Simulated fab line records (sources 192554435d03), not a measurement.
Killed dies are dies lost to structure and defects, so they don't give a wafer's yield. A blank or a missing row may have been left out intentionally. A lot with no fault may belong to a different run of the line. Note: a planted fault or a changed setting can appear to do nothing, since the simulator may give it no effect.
Which tool did it? + flow n5 finfet + 72 wafers from 24 lots sampled at 5 of the route's 1938 steps

WHAT THE GAUGES SHOWED, per wafer
N5_SDB_INSPECT_36: inspects for defects (darkfield). Usual: 37 for raw defect count, sd 17.
| lot  | measured    | on                | raw defect count | flag |
|------|-------------|-------------------|------------------|------|
| L074 | day 3 21:40 | defect inspect-02 | 19 28 35         |      |
| L075 | day 4 07:29 | defect inspect-02 | 39 50 33         |      |
| L076 | day 4 08:32 | defect inspect-01 | 52 56 40         |      |
| L077 | day 4 18:40 | defect inspect-02 | 34 57 57         |      |
| L078 | day 5 00:35 | defect inspect-02 | 27 33 25         |      |
| L079 | day 5 05:06 | defect inspect-02 | 23 14 33         |      |
| L080 | day 5 13:10 | defect inspect-02 | 33 25 27         |      |
| L081 | day 5 15:58 | defect inspect-02 | 20 38 13         |      |
| L082 | day 6 01:01 | defect inspect-01 | 48 29 28         |      |
| L083 | day 6 05:10 | defect inspect-01 | 42 81 27         |      |
| L084 | day 6 12:02 | defect inspect-01 | 30 29 39         |      |
| L085 | day 6 17:48 | defect inspect-01 | 40 43 48         |      |
| L086 | day 7 00:11 | defect inspect-02 | 24 26 12         |      |
| L087 | day 7 07:06 | defect inspect-01 | 27 31 20         |      |
| L088 | day 7 15:17 | defect inspect-01 | 42 32 74         |      |
| L089 | day 7 16:59 | defect inspect-01 | 41 30 24         |      |
| L090 | day 8 02:57 | defect inspect-02 | 84 42 38         |      |
| L091 | day 8 09:57 | defect inspect-01 | 42 43 33         |      |
| L092 | day 8 10:44 | defect inspect-01 | 41 49 27         |      |
| L093 | day 8 20:43 | defect inspect-02 | 23 14 34         |      |
| L094 | day 8 22:14 | defect inspect-02 | 70 23 98         |      |
| L095 | day 9 03:43 | defect inspect-01 | 34 24 20         |      |
| L096 | day 9 17:50 | defect inspect-01 | 25 46 21         |      |
| L097 | day 9 22:46 | defect inspect-02 | 46 68 64         |      |

N5_HKMG_FIN_INSPECT_61: inspects for defects (macro). Usual: 2 for raw defect count, sd 1.4.
| lot  | measured     | on                | raw defect count | flag |
|------|--------------|-------------------|------------------|------|
| L074 | day 3 23:26  | defect inspect-02 | 3 5 0            |      |
| L075 | day 4 09:32  | defect inspect-02 | 0 0 3            |      |
| L076 | day 4 10:35  | defect inspect-01 | 1 3 1            |      |
| L077 | day 4 20:14  | defect inspect-02 | 3 1 3            |      |
| L078 | day 5 02:12  | defect inspect-02 | 3 1 3            |      |
| L079 | day 5 06:40  | defect inspect-02 | 2 4 2            |      |
| L080 | day 5 14:45  | defect inspect-01 | 1 2 3            |      |
| L081 | day 5 17:31  | defect inspect-02 | 1 2 5            |      |
| L082 | day 6 02:43  | defect inspect-02 | 2 4 2            |      |
| L083 | day 6 06:47  | defect inspect-02 | 2 3 1            |      |
| L084 | day 6 13:29  | defect inspect-01 | 3 4 2            |      |
| L085 | day 6 19:16  | defect inspect-02 | 2 1 1            |      |
| L086 | day 7 01:38  | defect inspect-01 | 2 3 1            |      |
| L087 | day 7 08:41  | defect inspect-01 | 3 3 3            |      |
| L088 | day 7 16:44  | defect inspect-02 | 2 2 1            |      |
| L089 | day 7 18:37  | defect inspect-01 | 1 2 4            |      |
| L090 | day 8 04:34  | defect inspect-02 | 1 2 1            |      |
| L091 | day 8 11:36  | defect inspect-01 | 3 0 3            |      |
| L092 | day 8 12:28  | defect inspect-02 | 0 0 2            |      |
| L093 | day 8 22:35  | defect inspect-02 | 2 2 0            |      |
| L094 | day 9 00:01  | defect inspect-01 | 2 1 4            |      |
| L095 | day 9 05:26  | defect inspect-01 | 2 1 0            |      |
| L096 | day 9 19:39  | defect inspect-01 | 2 2 0            |      |
| L097 | day 10 00:35 | defect inspect-01 | 3 0 1            |      |

N5_HKMG_FIN_INSPECT_28: inspects for defects (darkfield). Usual: 37 for raw defect count, sd 16.
| lot  | measured     | on                | raw defect count | flag |
|------|--------------|-------------------|------------------|------|
| L074 | day 4 07:28  | defect inspect-01 | 22 25 44         |      |
| L075 | day 4 17:37  | defect inspect-02 | 25 22 29         |      |
| L076 | day 4 18:27  | defect inspect-02 | 68 70 50         |      |
| L077 | day 5 04:20  | defect inspect-01 | 35 35 30         |      |
| L078 | day 5 10:22  | defect inspect-02 | 18 25 36         |      |
| L079 | day 5 14:20  | defect inspect-01 | 34 29 18         |      |
| L080 | day 5 23:39  | defect inspect-01 | 42 21 56         |      |
| L081 | day 6 01:51  | defect inspect-01 | 35 34 24         |      |
| L082 | day 6 10:57  | defect inspect-01 | 27 42 42         |      |
| L083 | day 6 15:05  | defect inspect-01 | 31 26 33         |      |
| L084 | day 6 21:17  | defect inspect-02 | 41 29 31         |      |
| L085 | day 7 03:31  | defect inspect-01 | 33 37 36         |      |
| L086 | day 7 09:49  | defect inspect-01 | 36 35 42         |      |
| L087 | day 7 16:39  | defect inspect-01 | 37 22 26         |      |
| L088 | day 8 00:50  | defect inspect-01 | 41 34 25         |      |
| L089 | day 8 03:47  | defect inspect-02 | 28 48 44         |      |
| L090 | day 8 12:20  | defect inspect-01 | 16 20 12         |      |
| L091 | day 8 19:41  | defect inspect-01 | 83 74 67         |      |
| L092 | day 8 20:17  | defect inspect-02 | 39 42 36         |      |
| L093 | day 9 06:23  | defect inspect-02 | 44 42 22         |      |
| L094 | day 9 08:34  | defect inspect-01 | 9 21 18          |      |
| L095 | day 9 13:40  | defect inspect-01 | 57 67 32         |      |
| L096 | day 10 04:08 | defect inspect-02 | 24 38 24         |      |
| L097 | day 10 08:55 | defect inspect-01 | 58 41 64         |      |

TOOL THAT RAN EACH LOT (tool first, then ch and the chambers of the sampled wafers, then the start)
| lot  | N5_HKMG_FIN_ETCH_31                | N5_HKMG_FIN_STRIP_34               |
|------|------------------------------------|------------------------------------|
| L074 | rie diel-05 ch 0,1,2, day 4 03:01  | rie diel-05 ch 0,1,2, day 4 03:16  |
| L075 | rie diel-01 ch 0,2,3, day 4 13:02  | rie diel-01 ch 0,2,3, day 4 13:17  |
| L076 | rie diel-05 ch 0,1,3, day 4 14:06  | rie diel-05 ch 0,1,3, day 4 14:21  |
| L077 | rie diel-01 ch 1,2, day 4 23:52    | rie diel-01 ch 1,2, day 5 00:07    |
| L078 | rie diel-01 ch 0,2,3, day 5 05:59  | rie diel-01 ch 0,2,3, day 5 06:13  |
| L079 | rie diel-02 ch 1,2,3, day 5 09:59  | rie diel-02 ch 1,2,3, day 5 10:14  |
| L080 | rie diel-02 ch 1,2, day 5 18:32    | rie diel-02 ch 1,2, day 5 18:47    |
| L081 | rie diel-05 ch 0,1, day 5 21:17    | rie diel-05 ch 0,1, day 5 21:32    |
| L082 | rie diel-02 ch 0,1,3, day 6 06:18  | rie diel-02 ch 0,1,3, day 6 06:32  |
| L083 | rie diel-01 ch 0,2,3, day 6 10:38  | rie diel-01 ch 0,2,3, day 6 10:53  |
| L084 | rie diel-01 ch 0,3, day 6 16:53    | rie diel-01 ch 0,3, day 6 17:08    |
| L085 | rie diel-02 ch 0,1,3, day 6 22:49  | rie diel-02 ch 0,1,3, day 6 23:03  |
| L086 | rie diel-01 ch 2,3, day 7 05:27    | rie diel-01 ch 2,3, day 7 05:42    |
| L087 | rie diel-01 ch 0,2,3, day 7 12:17  | rie diel-01 ch 0,2,3, day 7 12:32  |
| L088 | rie diel-05 ch 0,1, day 7 20:10    | rie diel-05 ch 0,1, day 7 20:25    |
| L089 | rie diel-01 ch 0,1, day 7 23:14    | rie diel-01 ch 0,1, day 7 23:29    |
| L090 | rie diel-02 ch 1,2,3, day 8 08:00  | rie diel-02 ch 1,2,3, day 8 08:15  |
| L091 | rie diel-01 ch 0,3, day 8 15:08    | rie diel-01 ch 0,3, day 8 15:22    |
| L092 | rie diel-05 ch 1,2,3, day 8 15:55  | rie diel-05 ch 1,2,3, day 8 16:10  |
| L093 | rie diel-01 ch 0,2,3, day 9 01:54  | rie diel-01 ch 0,2,3, day 9 02:09  |
| L094 | rie diel-02 ch 0,1,2, day 9 03:41  | rie diel-02 ch 0,1,2, day 9 03:56  |
| L095 | rie diel-05 ch 0,3, day 9 09:09    | rie diel-05 ch 0,3, day 9 09:24    |
| L096 | rie diel-02 ch 0,2, day 9 23:39    | rie diel-02 ch 0,2, day 9 23:54    |
| L097 | rie diel-05 ch 0,2,3, day 10 04:20 | rie diel-05 ch 0,2,3, day 10 04:34 |
- N5_HKMG_FIN_ETCH_31: etches SiARC in CF4, target depth 45.5 nm, time 75.8 s.
- N5_HKMG_FIN_STRIP_34: strips in CF4.

WHAT THE TOOLS THEMSELVES READ (means of the sampled wafers that have a number; where no wafer has one, the mark that the record gives instead)
N5_HKMG_FIN_ETCH_31. Usual: drypump motor current A 5.5 A, standard deviation 0.42; etch rf on time s 76 s, standard deviation 3.4; oes product au 0.69 a.u., standard deviation 0.062; rf vpp V 184.5 V, standard deviation 1.2; showerhead plenum p Torr 2.17 Torr, standard deviation 0.078; throttle valve pct 15.59 %, standard deviation 0.23.
| lot  | tool        | drypump motor current A (A) | etch rf on time s (s) | oes product au (a.u.) | rf vpp V (V) | showerhead plenum p Torr (Torr) | throttle valve pct (%) | flag |
|------|-------------|-----------------------------|-----------------------|-----------------------|--------------|---------------------------------|------------------------|------|
| L074 | rie diel-05 | 5.4                         | 74                    | 0.71                  | 184.0        | 2.18                            | 15.41                  |      |
| L075 | rie diel-01 | 5.6                         | 78                    | 0.67                  | 184.0        | 2.12                            | 15.60                  |      |
| L076 | rie diel-05 | 5.4                         | 73                    | 0.76                  | 185.0        | 2.17                            | 15.43                  |      |
| L077 | rie diel-01 | 5.4                         | 80                    | 0.74                  | 185.5        | 2.21                            | 15.35                  |      |
| L078 | rie diel-01 | 5.6                         | 77                    | 0.66                  | 184.2        | 2.12                            | 15.62                  |      |
| L079 | rie diel-02 | 5.5                         | 76                    | 0.71                  | 185.3        | 2.23                            | 15.55                  |      |
| L080 | rie diel-02 | 5.9                         | 78                    | 0.72                  | 186.1        | 2.27                            | 15.50                  |      |
| L081 | rie diel-05 | 5.5                         | 71                    | 0.77                  | 184.5        | 2.15                            | 15.44                  |      |
| L082 | rie diel-02 | 5.0                         | 76                    | 0.67                  | 185.0        | 2.19                            | 15.57                  |      |
| L083 | rie diel-01 | 5.6                         | 78                    | 0.65                  | 183.3        | 2.12                            | 15.63                  |      |
| L084 | rie diel-01 | 5.8                         | 77                    | 0.64                  | 183.9        | 2.12                            | 15.90                  |      |
| L085 | rie diel-02 | 5.0                         | 76                    | 0.67                  | 184.9        | 2.19                            | 15.58                  |      |
| L086 | rie diel-01 | 5.5                         | 78                    | 0.67                  | 184.8        | 2.17                            | 15.72                  |      |
| L087 | rie diel-01 | 5.7                         | 78                    | 0.65                  | 184.0        | 2.11                            | 15.65                  |      |
| L088 | rie diel-05 | 5.5                         | 74                    | 0.70                  | 185.1        | 2.18                            | 15.34                  |      |
| L089 | rie diel-01 | 5.8                         | 78                    | 0.70                  | 185.1        | 2.18                            | 15.76                  |      |
| L090 | rie diel-02 | 5.5                         | 77                    | 0.69                  | 185.1        | 2.22                            | 15.59                  |      |
| L091 | rie diel-01 | 5.9                         | 77                    | 0.61                  | 183.6        | 2.06                            | 15.88                  |      |
| L092 | rie diel-05 | 5.3                         | 76                    | 0.65                  | 184.5        | 2.19                            | 15.51                  |      |
| L093 | rie diel-01 | 5.7                         | 79                    | 0.63                  | 183.6        | 2.11                            | 15.67                  |      |
| L094 | rie diel-02 | 5.4                         | 78                    | 0.68                  | 184.2        | 2.21                            | 15.53                  |      |
| L095 | rie diel-05 | 5.3                         | 72                    | 0.75                  | 184.5        | 2.11                            | 15.65                  |      |
| L096 | rie diel-02 | 5.4                         | 77                    | 0.67                  | 184.7        | 2.17                            | 15.52                  |      |
| L097 | rie diel-05 | 5.2                         | 74                    | 0.76                  | 183.9        | 2.14                            | 15.50                  |      |

N5_HKMG_FIN_STRIP_34. Usual: drypump motor current A 5.5 A, standard deviation 0.42; oes product au 0.80 a.u., standard deviation 0.067; rf vpp V 271.7 V, standard deviation 1.4; showerhead plenum p Torr 1.82 Torr, standard deviation 0.062; throttle valve pct 13.55 %, standard deviation 0.23.
| lot  | tool        | drypump motor current A (A) | oes product au (a.u.) | rf vpp V (V) | showerhead plenum p Torr (Torr) | throttle valve pct (%) | flag |
|------|-------------|-----------------------------|-----------------------|--------------|---------------------------------|------------------------|------|
| L074 | rie diel-05 | 5.4                         | 0.81                  | 271.9        | 1.82                            | 13.39                  |      |
| L075 | rie diel-01 | 5.7                         | 0.79                  | 270.5        | 1.78                            | 13.58                  |      |
| L076 | rie diel-05 | 5.4                         | 0.86                  | 271.6        | 1.82                            | 13.39                  |      |
| L077 | rie diel-01 | 5.4                         | 0.88                  | 272.2        | 1.85                            | 13.30                  |      |
| L078 | rie diel-01 | 5.6                         | 0.78                  | 272.0        | 1.78                            | 13.60                  |      |
| L079 | rie diel-02 | 5.5                         | 0.82                  | 272.7        | 1.86                            | 13.46                  |      |
| L080 | rie diel-02 | 5.9                         | 0.85                  | 272.5        | 1.88                            | 13.37                  |      |
| L081 | rie diel-05 | 5.5                         | 0.86                  | 270.8        | 1.79                            | 13.38                  |      |
| L082 | rie diel-02 | 5.0                         | 0.79                  | 271.1        | 1.83                            | 13.55                  |      |
| L083 | rie diel-01 | 5.6                         | 0.77                  | 271.2        | 1.78                            | 13.63                  |      |
| L084 | rie diel-01 | 5.8                         | 0.75                  | 271.3        | 1.78                            | 13.87                  |      |
| L085 | rie diel-02 | 5.0                         | 0.78                  | 272.1        | 1.83                            | 13.56                  |      |
| L086 | rie diel-01 | 5.5                         | 0.79                  | 271.5        | 1.82                            | 13.69                  |      |
| L087 | rie diel-01 | 5.7                         | 0.76                  | 270.3        | 1.77                            | 13.64                  |      |
| L088 | rie diel-05 | 5.5                         | 0.80                  | 271.6        | 1.82                            | 13.31                  |      |
| L089 | rie diel-01 | 5.8                         | 0.82                  | 272.5        | 1.83                            | 13.70                  |      |
| L090 | rie diel-02 | 5.5                         | 0.80                  | 271.8        | 1.85                            | 13.51                  |      |
| L091 | rie diel-01 | 5.9                         | 0.71                  | 269.4        | 1.73                            | 13.87                  |      |
| L092 | rie diel-05 | 5.3                         | 0.76                  | 271.2        | 1.83                            | 13.51                  |      |
| L093 | rie diel-01 | 5.7                         | 0.75                  | 271.3        | 1.77                            | 13.68                  |      |
| L094 | rie diel-02 | 5.4                         | 0.79                  | 273.1        | 1.85                            | 13.48                  |      |
| L095 | rie diel-05 | 5.3                         | 0.84                  | 270.2        | 1.77                            | 13.60                  |      |
| L096 | rie diel-02 | 5.4                         | 0.78                  | 272.6        | 1.82                            | 13.52                  |      |
| L097 | rie diel-05 | 5.2                         | 0.87                  | 270.8        | 1.80                            | 13.46                  |      |

THE ANSWER, worked out from the rows above alone
Rule: take the mean of a lot's wafers that have a number; if it is more than 3 standard deviations from the usual mean, the lot is off. Also off: a lot with no number at a reading for which 4 or more lots have one. All remaining lots with rows at the step are treated as sound. After the gauges, taken in route order, come the tools' own readings; for these a lot's mean is taken, as printed above. At the first step where some lot is off, the reading lying furthest off is the one used; lots without a number count as furthest.
Nothing can be told from this: no lot is off at any reading shown.

WHAT WAS PUT IN BY THE SIMULATOR
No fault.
